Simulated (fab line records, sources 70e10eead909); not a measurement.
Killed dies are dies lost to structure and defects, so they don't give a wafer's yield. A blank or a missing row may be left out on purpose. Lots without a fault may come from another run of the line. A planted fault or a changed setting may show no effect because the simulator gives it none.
fab line records | flow nand_harc | part 2 of 2: steps 5 to 6 of 6
record lots=23 wafers=69 last_day=26
route steps=1159 shown A_CONTACT@857
lots that met no fault: from a run of the same line without faults
start_h: hours from the record's first day to the start of the lot's first wafer shown | wait_h: hours since the lot's step before | " the same as in the row above | L1.1+2: a row that stands for several wafers | - no value, or no start given | * or withheld: withheld | < > ~ a bound
route shown NAME@n: a module of which the file shows steps, and the number in the route of the first | usual: mean/standard deviation of fault-free wafers | same: alike in all rows | chamber/n: place in a boat | sites: the reading at each site | _std_site: their standard deviation | _edge_site: outer sites' mean less inner sites' | radius_mm: how far each site lies from the wafer's centre | mask NAME#n: copy n | behind: the tool/chamber that last shaped the wafer | hold: why the lot was held/for how many hours/how that ended | device: the transistor (n, p or np) that didn't switch | end of line: the same wafers' tests at the end of the route | a step without rows: its recipe alone | killed: dies lost to structure and defects at the first sort, not the wafer's yield | map: a wafer's dies, x killed, . not, _ none there
set.NAME: the setting as run; set.NAME@STEP: as run at that earlier step | model.NAME: the simulator's own value behind a step, which no gauge read
steps of the route over a sample of lots; a table a step, a row a wafer
services: from which hour (start_h, from the record's first day; less than 0 if before it) a tool's chamber was out of use, for how many hours, and why
## steps
# step NHARC_A_CONTACT_ETCH_78
# recipe target_depth_a=28000 over_etch_frac=0.3 time_s=728 ion_energy_ev=150 o2_flow_sccm=400 cos_flow_sccm=20 ar_flow_sccm=0 rf_w=500 bias_w=300 chemistry=O2/COS
# usual drypump_motor_current_A=5.8/0.54 oes_product_au=1.006/0.012 rf_vpp_V=314.2/1.8 showerhead_plenum_p_Torr=3.12/0.11 throttle_valve_pct=28.329/0.0099
# same time_s=728
# columns lot.wafer tool chamber start_h wait_h drypump_motor_current_A oes_product_au rf_hours_counter_h rf_vpp_V showerhead_plenum_p_Torr throttle_valve_pct
L076.1 rie_diel-13 3 - - 6.2 1.014 17 315.1 3.23 28.310
L076.3 " 1 " " 5.2 1.019 18 312.8 3.17 28.331
L076.6 " 0 " " 5.6 1.011 - 314.0 3.12 28.318
L074.3 rie_diel-13 2 - - 6.0 1.024 17 311.4 2.97 28.317
L074.1 " 1 " " 5.2 1.016 19 314.2 3.17 28.339
L074.6 " 2 " " 6.1 1.018 - 312.6 2.97 28.330
L075.3 rie_diel-07 1 - - 4.8 1.009 59 313.2 3.02 28.329
L075.5 " 2 " " 5.9 1.014 - 315.5 3.25 28.318
L075.4 " 1 " " 4.8 1.015 - 313.6 3.02 28.328
L078.3 rie_diel-07 0 - - 6.6 1.001 61 312.3 3.00 28.332
L078.1 " 2 " " 6.0 1.004 56 316.3 3.24 28.329
L078.5 " 2 " " 6.0 1.012 - 316.3 3.24 28.340
L079.2 rie_diel-07 2 - - 6.0 1.011 58 315.4 3.24 28.321
L079.3 " 0 " " 6.6 0.991 63 312.4 2.99 28.325
L079.4 " 2 " " 5.9 1.012 - 315.6 3.24 28.339
L077.3 rie_diel-13 0 - - 5.6 0.992 23 314.6 3.12 28.343
L077.6 " 1 " " 5.2 1.003 - 315.2 3.17 28.322
L077.5 " 2 " " 6.0 1.020 - 311.6 2.97 28.338
L080.1 rie_diel-13 3 - - 6.2 1.003 25 315.4 3.23 28.336
L080.4 " 1 " " 5.2 1.010 27 315.3 3.17 28.328
L080.5 " 3 " " 6.2 1.005 - 315.1 3.23 28.334
L082.3 rie_diel-07 0 - - 6.7 1.028 4 312.1 2.99 28.313
L082.5 " 3 " " 5.6 1.009 - 316.4 3.32 28.346
L082.6 " 0 " " 6.8 1.013 - 312.3 2.99 28.336
L084.1 rie_diel-13 1 - - 5.2 1.019 30 314.8 3.17 28.331
L084.3 " 2 " " 6.1 1.014 28 311.6 2.96 28.335
L084.6 " 1 " " 5.2 1.022 - 314.6 3.16 28.342
L083.1 rie_diel-13 3 - - 6.2 0.999 29 316.0 3.23 28.337
L083.3 " 0 " " 5.5 0.998 31 315.0 3.12 28.329
L083.5 " 2 " " 6.0 1.011 - 310.6 2.96 28.332
L081.4 rie_diel-13 2 - - 6.0 1.024 29 311.0 2.96 28.345
L081.6 " 2 " " 6.0 1.021 - 311.8 2.96 28.321
L081.5 " 3 " " 6.2 1.000 - 314.9 3.23 28.314
L087.3 rie_diel-11 3 - - 6.6 1.009 29 315.7 3.17 28.328
L087.1 " 0 " " 5.8 1.006 30 315.7 3.13 28.312
L087.5 " 0 " " 5.9 1.007 - 315.0 3.13 28.330
L086.2 rie_diel-07 0 - - 6.7 1.008 10 312.3 2.99 28.328
L086.3 " 1 " " 4.7 0.995 12 312.0 3.01 28.330
L086.4 " 3 " " 5.6 1.012 - 316.8 3.31 28.310
L089.2 rie_diel-07 3 - - 5.6 1.009 13 316.4 3.31 28.326
L089.1 " 0 " " 6.6 1.007 12 312.3 2.99 28.327
L089.5 " 3 " " 5.6 1.006 - 316.9 3.31 28.335
L088.1 rie_diel-07 3 - - 5.5 1.008 14 317.5 3.31 28.329
L088.2 " 0 " " 6.7 1.019 13 311.8 2.99 28.314
L088.6 " 1 " " 4.8 0.997 - 313.9 3.01 28.317
L090.1 rie_diel-13 0 - - 5.6 1.001 4 315.6 3.11 28.319
L090.3 " 2 " " 6.0 1.016 4 313.1 2.96 28.338
L090.6 " 0 " " 5.6 0.981 - 312.6 3.11 28.328
L091.4 rie_diel-13 3 - - 6.2 1.020 4 315.5 3.22 28.318
L091.3 " 0 " " 5.6 0.991 5 314.8 3.11 28.322
L091.5 " 3 " " 6.2 1.009 - 314.0 3.22 28.308
L094.1 rie_diel-13 2 - - 6.0 1.014 5 311.0 2.96 28.328
L094.4 " 0 " " 5.6 0.996 6 313.1 3.11 28.327
L094.6 " 2 " " 6.0 1.017 - 312.6 2.96 28.325
L095.2 rie_diel-11 1 - - 5.5 0.974 55 316.1 3.22 28.326
L095.1 " 3 " " 6.6 0.991 50 312.6 3.16 28.339
L095.4 " 0 " " 5.8 1.009 53 315.6 3.12 28.342
L092.3 rie_diel-13 0 - - 5.6 0.986 8 313.3 3.11 28.328
L092.2 " 2 " " 6.0 1.016 7 311.3 2.96 28.323
L092.5 " 0 " " 5.6 0.992 - 315.9 3.11 28.322
L093.4 rie_diel-11 2 - - 5.5 1.019 53 317.6 3.35 28.335
L093.5 " 3 " " 6.6 0.995 - 314.8 3.16 28.304
L093.6 " 0 " " 5.8 1.010 - 315.5 3.12 28.329
L096.3 rie_diel-13 1 - - 5.2 1.010 11 313.7 3.16 28.315
L096.5 " 3 " " 6.2 1.015 - 316.1 3.22 28.337
L096.6 " 0 " " 5.6 0.985 - 314.5 3.11 28.338
L097.1 rie_diel-13 3 - - 6.2 1.014 13 314.4 3.22 28.343
L097.2 " 2 " " 6.0 1.020 12 310.9 2.95 28.332
L097.6 " 3 " " 6.2 1.016 - 315.0 3.22 28.342
# step NHARC_A_CONTACT_ETCH_91
# recipe target_depth_a=400 over_etch_frac=0.5 time_s=85.7 ion_energy_ev=120 ch3f_flow_sccm=50 o2_flow_sccm=30 ar_flow_sccm=200 rf_w=500 bias_w=100 chemistry=CH3F/O2
# usual drypump_motor_current_A=5.8/0.5 oes_product_au=0.96/0.037 rf_vpp_V=244.9/1.6 showerhead_plenum_p_Torr=2.49/0.092 throttle_valve_pct=20.663/0.0088
# same time_s=85.7
# columns lot.wafer tool chamber start_h wait_h drypump_motor_current_A oes_product_au rf_hours_counter_h rf_vpp_V showerhead_plenum_p_Torr throttle_valve_pct
L076.3 rie_diel-11 2 382.19 0.4 5.5 1.01 3 246.6 2.66 20.660
L076.1 " 0 " " 5.8 1.01 4 244.0 2.48 20.660
L076.6 " 3 " " 6.6 1.03 - 244.5 2.51 20.660
L074.1 rie_diel-13 0 384.07 0.5 5.6 0.92 19 245.1 2.46 20.673
L074.3 " 2 " " 6.1 0.94 17 243.2 2.33 20.674
L074.6 " 0 " " 5.6 0.94 - 245.6 2.46 20.673
L075.3 rie_diel-11 3 388.84 0.4 6.6 0.95 6 245.4 2.51 20.641
L075.4 " 0 " " 5.8 0.94 7 244.3 2.48 20.657
L075.5 " 0 " " 5.8 0.93 - 244.2 2.48 20.654
L078.1 rie_diel-11 1 395.95 0.5 5.5 0.99 12 246.7 2.55 20.679
L078.3 " 2 " " 5.5 1.01 10 248.1 2.66 20.674
L078.5 " 0 " " 5.8 1.01 - 244.9 2.47 20.671
L079.2 rie_diel-13 1 400.33 0.5 5.2 0.94 24 245.9 2.50 20.672
L079.4 " 3 " " 6.2 0.93 22 244.5 2.55 20.667
L079.3 " 0 " " 5.5 0.91 23 243.9 2.46 20.661
L077.3 rie_diel-13 3 401.67 0.4 6.2 0.93 22 245.2 2.55 20.666
L077.6 " 2 " " 6.0 0.95 - 242.0 2.33 20.646
L077.5 " 3 " " 6.2 0.92 - 247.3 2.55 20.680
L080.1 rie_diel-11 3 427.31 0.5 6.6 0.94 21 244.5 2.50 20.668
L080.4 " 2 " " 5.5 0.94 22 246.5 2.65 20.666
L080.5 " 0 " " 5.8 0.93 - 244.3 2.47 20.660
L082.3 rie_diel-07 1 430.21 0.4 4.7 0.90 4 243.8 2.37 20.672
L082.6 " 0 " " 6.7 0.93 - 242.2 2.35 20.653
L082.5 " 1 " " 4.7 0.92 - 243.6 2.37 20.665
L084.3 rie_diel-11 0 437.47 0.4 5.8 1.00 27 245.8 2.47 20.649
L084.1 " 1 " " 5.5 0.98 28 244.8 2.54 20.662
L084.6 " 3 " " 6.6 1.01 - 245.5 2.50 20.663
L083.3 rie_diel-11 0 438.62 0.4 5.8 1.00 27 243.6 2.47 20.658
L083.1 " 1 " " 5.5 0.98 28 245.3 2.54 20.673
L083.5 " 1 " " 5.5 0.98 - 245.4 2.54 20.671
L081.4 rie_diel-11 3 440.40 0.4 6.6 0.95 26 245.3 2.50 20.675
L081.6 " 1 " " 5.5 0.91 - 244.9 2.54 20.659
L081.5 " 2 " " 5.5 0.94 - 246.7 2.65 20.648
L087.1 rie_diel-11 0 452.03 0.5 5.8 0.93 31 244.9 2.47 20.668
L087.3 " 2 " " 5.5 0.94 29 247.3 2.65 20.666
L087.5 " 1 " " 5.5 0.91 - 245.1 2.54 20.663
L086.2 rie_diel-07 3 459.38 0.5 5.6 0.94 12 244.5 2.61 20.665
L086.3 " 0 " " 6.7 0.94 11 242.3 2.35 20.667
L086.4 " 0 " " 6.7 0.94 - 243.5 2.35 20.667
L089.2 rie_diel-13 2 463.74 0.5 6.0 1.02 0 244.2 2.33 20.661
L089.1 " 3 " " 6.2 1.01 0 246.2 2.54 20.666
L089.5 " 2 " " 6.0 1.01 - 243.6 2.33 20.656
L088.1 rie_diel-11 0 464.44 0.5 5.8 1.00 37 244.8 2.46 20.656
L088.2 " 1 " " 5.5 0.98 36 245.5 2.54 20.663
L088.6 " 1 " " 5.5 0.98 - 244.3 2.54 20.664
L090.3 rie_diel-07 1 480.13 0.4 4.7 0.98 23 242.7 2.36 20.662
L090.1 " 3 " " 5.5 1.01 22 247.2 2.61 20.648
L090.6 " 1 " " 4.8 0.98 - 244.4 2.36 20.673
L091.3 rie_diel-13 3 481.71 0.4 6.2 0.93 5 244.5 2.54 20.665
L091.4 " 0 " " 5.6 0.91 5 244.6 2.45 20.667
L091.5 " 3 " " 6.2 0.94 - 244.7 2.54 20.652
L094.1 rie_diel-13 0 495.85 0.6 5.6 0.90 7 245.4 2.45 20.669
L094.4 " 1 " " 5.2 0.93 6 244.8 2.49 20.656
L094.6 " 3 " " 6.2 0.93 - 246.8 2.54 20.676
L095.4 rie_diel-07 2 505.16 0.4 5.9 1.00 18 246.3 2.55 20.662
L095.2 " 0 " " 6.7 1.02 29 243.0 2.34 20.655
L095.1 " 1 " " 4.8 0.98 31 242.2 2.36 20.681
L092.3 rie_diel-11 0 507.88 0.4 5.8 0.94 53 244.3 2.46 20.649
L092.2 " 2 " " 5.5 0.94 52 247.0 2.64 20.654
L092.5 " 3 " " 6.6 0.93 - 246.3 2.49 20.668
L093.4 rie_diel-13 2 515.58 0.4 6.0 0.94 9 242.3 2.33 20.665
L093.6 " 1 " " 5.3 0.95 - 244.8 2.49 20.658
L093.5 " 2 " " 6.0 0.93 - 243.5 2.33 20.680
L096.3 rie_diel-13 1 524.18 0.4 5.2 0.94 12 244.2 2.49 20.675
L096.5 " 0 " " 5.6 0.93 - 243.1 2.45 20.651
L096.6 " 1 " " 5.2 0.95 - 245.4 2.49 20.661
L097.1 rie_diel-13 3 529.82 0.5 6.2 0.93 13 245.5 2.54 20.661
L097.2 " 2 " " 6.1 0.92 13 240.8 2.32 20.663
L097.6 " 3 " " 6.2 0.94 - 244.9 2.54 20.666
## services
# columns tool chamber start_h hours kind
rie_diel-13 2 353.43 10.8 repair
rie_diel-11 0 353.65 4.1 repair
rie_diel-13 0 358.51 - clean
rie_diel-13 1 358.51 - clean
rie_diel-13 3 358.51 - clean
rie_diel-13 3 363.34 4.3 repair
rie_diel-11 - 366.67 9.0 pm
rie_diel-07 3 371.03 30.2 repair
rie_diel-13 0 383.04 - clean
rie_diel-13 1 383.04 - clean
rie_diel-13 2 383.04 - clean
rie_diel-13 3 383.04 - clean
rie_diel-07 - 405.26 9.0 pm
rie_diel-13 0 407.59 - clean
rie_diel-13 1 407.59 - clean
rie_diel-13 2 407.59 - clean
rie_diel-13 3 407.59 - clean
har_cap_etch-01 - 411.28 0.1 repair
rie_diel-13 0 432.09 - clean
rie_diel-13 1 432.09 - clean
rie_diel-07 2 443.45 30.7 repair
rie_diel-07 0 448.96 4.0 repair
rie_diel-13 - 453.00 9.0 pm
rie_diel-13 0 516.32 3.3 repair
